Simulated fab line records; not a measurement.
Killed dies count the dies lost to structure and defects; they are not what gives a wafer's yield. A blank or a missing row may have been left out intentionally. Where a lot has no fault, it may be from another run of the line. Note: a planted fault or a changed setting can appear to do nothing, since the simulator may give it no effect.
The tool behind it: which one?    flow n5-finfet    10 lots with 30 wafers sampled at 6 steps, on a route of 1938 steps

WHAT THE GAUGES SHOWED, per wafer
N5_BEOL_M1_RS_MEAS_58: measures by four-point-probe. Usual: M1_RS gives 0.68 ohm/sq (standard deviation 0.035).
lot   measured      on             M1_RS (ohm/sq)  flag
L873  day 6 19:14   film-metro-02  0.71 0.72 0.69  
L874  day 6 23:56   film-metro-02  0.68 0.69 0.63  
L876  day 7 07:29   film-metro-02  0.64 0.65 0.64  
L880  day 8 12:47   film-metro-02  0.75 0.70 0.67  
L883  day 9 14:37   film-metro-01  0.68 0.70 0.65  
L889  day 10 17:14  film-metro-01  0.69 0.68 0.65  
L891  day 11 02:48  film-metro-02  0.65 0.68 0.67  
L892  day 11 05:43  film-metro-01  0.62 0.66 0.65  
L894  day 11 22:10  film-metro-02  0.70 0.71 0.73  
L895  day 12 00:29  film-metro-01  0.67 0.63 0.64  

N5_BEOL_M2_THK_MEAS_01. Usual: M2_ILD_THK gives 79.1 nm (standard deviation 0.87).
lot   measured      on             M2_ILD_THK (nm)    flag
L873  day 6 19:22   film-metro-01  78.0 79.1 78.8     
L874  day 7 00:04   film-metro-01  77.7 79.4 78.8     
L876  day 7 07:37   film-metro-02  79.4 79.9 80.5     
L880  day 8 12:55   film-metro-01  79.3 78.6 78.4     
L883  day 9 14:59   film-metro-02  156.3 157.1 158.0  OFF
L889  day 10 17:36  film-metro-02  158.5 159.5 159.6  OFF
L891  day 11 02:56  film-metro-01  78.7 80.8 80.0     
L892  day 11 05:51  film-metro-01  79.4 80.0 81.6     
L894  day 11 22:17  film-metro-02  79.1 79.7 79.2     
L895  day 12 00:37  film-metro-01  77.5 79.6 79.7     

N5_BEOL_M4_RC_MEAS_101. Usual: DIBL_N 35.9 mV/V, standard deviation 1.3; DIBL_P 35.9 mV/V, standard deviation 1.5; IOFF_N 0.152 nA/um, standard deviation 0.023; IOFF_P 0.204 nA/um, standard deviation 0.027; ION_N 673 uA/um, standard deviation 9.2; ION_P 462 uA/um, standard deviation 6.7; SS_N 71.4 mV/dec, standard deviation 0.48; SS_P 73.2 mV/dec, standard deviation 0.55; VT_N 250.3 mV, standard deviation 2.6; VT_P -250.6 mV, standard deviation 3.
lot   measured      on         DIBL_N (mV/V)   DIBL_P (mV/V)   IOFF_N (nA/um)     IOFF_P (nA/um)     ION_N (uA/um)  ION_P (uA/um)  SS_N (mV/dec)   SS_P (mV/dec)   VT_N (mV)          VT_P (mV)             flag
L873  day 8 18:44   prober-01  35.9 35.3 34.9  36.2 35.8 36.1  0.177 0.163 0.159  0.208 0.198 0.204  682 679 676    458 459 464    71.3 71.8 70.8  73.9 73.7 73.1  246.9 248.9 248.7  -250.4 -251.5 -252.7  
L874  day 8 20:23   prober-02  33.8 33.5 33.9  34.7 34.5 35.1  0.143 0.133 0.139  0.199 0.186 0.199  667 672 663    461 464 464    71.0 71.5 70.9  72.4 72.5 72.8  250.9 250.1 250.9  -250.0 -250.8 -250.2  
L876  day 9 21:12   prober-01  36.6 35.3 37.3  36.6 34.7 38.1  0.135 0.122 0.162  0.175 0.159 0.214  670 676 685    456 453 469    71.2 70.6 71.8  72.8 72.6 73.6  253.0 253.1 251.9  -253.4 -254.0 -250.3  
L880  day 10 22:23  prober-01  36.2 37.4 36.8  35.5 37.4 36.7  0.162 0.183 0.175  0.209 0.233 0.224  687 680 690    467 468 469    71.6 71.8 70.5  73.1 74.2 73.0  246.1 245.8 247.4  -248.9 -249.6 -248.3  
L891  day 13 17:34  prober-01  36.5 35.8 36.4  36.4 35.8 36.3  0.174 0.162 0.172  0.228 0.218 0.228  688 681 677    471 469 468    71.9 72.0 71.1  72.9 72.9 72.5  246.3 248.6 245.5  -248.1 -249.2 -247.2  
L892  day 13 17:28  prober-02  36.1 36.2 35.4  36.0 36.6 35.8  0.162 0.164 0.149  0.183 0.187 0.176  675 668 669    454 455 452    71.9 72.0 71.4  73.0 73.8 73.1  250.0 248.5 250.2  -253.1 -255.2 -256.0  
L894  day 14 19:56  prober-01  41.0 37.6 38.4  40.4 35.8 36.5  0.248 0.157 0.177  0.306 0.216 0.238  686 667 669    469 459 455    72.2 72.2 71.4  74.8 73.7 74.4  245.1 251.9 249.1  -245.4 -252.3 -249.1  
L895  day 14 22:47  prober-02  35.3 35.2 35.9  34.3 34.4 35.3  0.134 0.130 0.146  0.219 0.216 0.240  657 667 678    466 471 477    71.6 71.4 71.1  73.2 72.1 73.7  252.8 249.9 251.0  -247.0 -247.9 -244.7  

TOOL THAT RAN EACH LOT (tool first, then ch and the chambers of the sampled wafers, then the start)
lot   N5_BEOL_M1_ANNEAL_91          N5_BEOL_M1_DEP_57              N5_BEOL_M2_ILD_DEP_00
L873  pvd-sputter-01, day 6 17:35   pecvd-02 ch 2, day 6 19:09     pecvd-04 ch 1,2, day 6 19:18
L874  pvd-sputter-01, day 6 22:18   pecvd-03 ch 0,1, day 6 23:52   pecvd-04 ch 0,1,2, day 6 23:59
L876  pvd-sputter-03, day 7 05:52   pecvd-02 ch 0,2, day 7 07:25   pecvd-03 ch 0,1, day 7 07:33
L880  pvd-sputter-01, day 8 11:10   pecvd-03 ch 0,1, day 8 12:43   pecvd-03 ch 0,1, day 8 12:51
L883  pvd-sputter-02, day 9 12:58   pecvd-02 ch 0,1, day 9 14:32   pecvd-03 ch 0,1,2, day 9 14:41
L889  pvd-sputter-02, day 10 15:37  pecvd-01 ch 0,1, day 10 17:10  pecvd-04 ch 1,2, day 10 17:18
L891  pvd-sputter-02, day 11 01:10  pecvd-03 ch 0,2, day 11 02:44  pecvd-02 ch 0,1, day 11 02:52
L892  pvd-sputter-02, day 11 04:05  pecvd-01 ch 0,1, day 11 05:39  pecvd-03 ch 0,2, day 11 05:47
L894  pvd-sputter-01, day 11 20:30  pecvd-02 ch 1,2, day 11 22:04  pecvd-03 ch 0,1,2, day 11 22:13
L895  pvd-sputter-02, day 11 22:51  pecvd-03 ch 0,1, day 12 00:25  pecvd-04 ch 0,1, day 12 00:33
- N5_BEOL_M1_ANNEAL_91: time 240 s.
- N5_BEOL_M1_DEP_57: deposits SiCN from 3MS/NH3, target thk 8 nm, time 14 s.
- N5_BEOL_M2_ILD_DEP_00: deposits SiOC from DEMS/O2, target thk 79 nm, time 15.3 s.

WHAT THE TOOLS THEMSELVES READ (means of the sampled wafers that have a number; where no wafer has one, the mark that the record gives instead)
N5_BEOL_M1_ANNEAL_91. Usual: heater-power-w at 817 W, with a standard deviation of 78.
lot   tool            heater-power-w (W)  flag
L873  pvd-sputter-01  870                 
L874  pvd-sputter-01  772                 
L876  pvd-sputter-03  802                 
L880  pvd-sputter-01  784                 
L883  pvd-sputter-02  806                 
L889  pvd-sputter-02  917                 
L891  pvd-sputter-02  904                 
L892  pvd-sputter-02  877                 
L894  pvd-sputter-01  771                 
L895  pvd-sputter-02  802                 

N5_BEOL_M1_DEP_57. Usual: showerhead-plenum-p-Torr 3.666 Torr, standard deviation 0.011; throttle-valve-pct 9.3 %, standard deviation 0.77.
lot   tool      showerhead-plenum-p-Torr (Torr)  throttle-valve-pct (%)  flag
L873  pecvd-02  3.690                            9.1                     
L874  pecvd-03  3.668                            9.2                     
L876  pecvd-02  3.669                            9.1                     
L880  pecvd-03  3.669                            9.2                     
L883  pecvd-02  3.657                            9.6                     
L889  pecvd-01  3.666                            8.8                     
L891  pecvd-03  3.662                            8.5                     
L892  pecvd-01  3.667                            9.3                     
L894  pecvd-02  3.680                            9.0                     
L895  pecvd-03  3.679                            9.8                     

N5_BEOL_M2_ILD_DEP_00. Usual: heater-power-w 457 W, standard deviation 56; showerhead-plenum-p-Torr 5.698 Torr, standard deviation 0.015; throttle-valve-pct 12.1 %, standard deviation 0.91.
lot   tool      heater-power-w (W)  showerhead-plenum-p-Torr (Torr)  throttle-valve-pct (%)  flag
L873  pecvd-04  473                 5.713                            12.2                    
L874  pecvd-04  484                 5.702                            11.9                    
L876  pecvd-03  421                 5.702                            13.0                    
L880  pecvd-03  436                 5.696                            12.9                    
L883  pecvd-03  461                 5.696                            12.1                    
L889  pecvd-04  487                 5.711                            12.2                    
L891  pecvd-02  464                 5.691                            12.7                    
L892  pecvd-03  490                 5.698                            11.3                    
L894  pecvd-03  439                 5.700                            12.2                    
L895  pecvd-04  509                 5.711                            12.3                    

THE ANSWER, worked out from the rows above alone
Rule: lot off if the mean of its wafers having a number is beyond 3 standard deviations from the usual mean. Also off: a lot with no number at a reading for which 4 or more lots have one. Any other lot the step has rows for is counted as sound. The gauges are gone through in route order, then the tools' own readings, and for those a lot's mean is taken as printed above. At the first step where some lot is off, the reading lying furthest off is the one used; lots without a number count as furthest.
Off: L883, L889, at N5_BEOL_M2_THK_MEAS_01 (M2_ILD_THK).
A tool fits if, at a process step before that reading, it ran every lot that is off, and no sound lot after the first of them. Those tools and the gauges at N5_BEOL_M2_THK_MEAS_01 are tried in the same way. Not one of the candidates tried fits.

WHAT THE SIMULATOR PUT IN
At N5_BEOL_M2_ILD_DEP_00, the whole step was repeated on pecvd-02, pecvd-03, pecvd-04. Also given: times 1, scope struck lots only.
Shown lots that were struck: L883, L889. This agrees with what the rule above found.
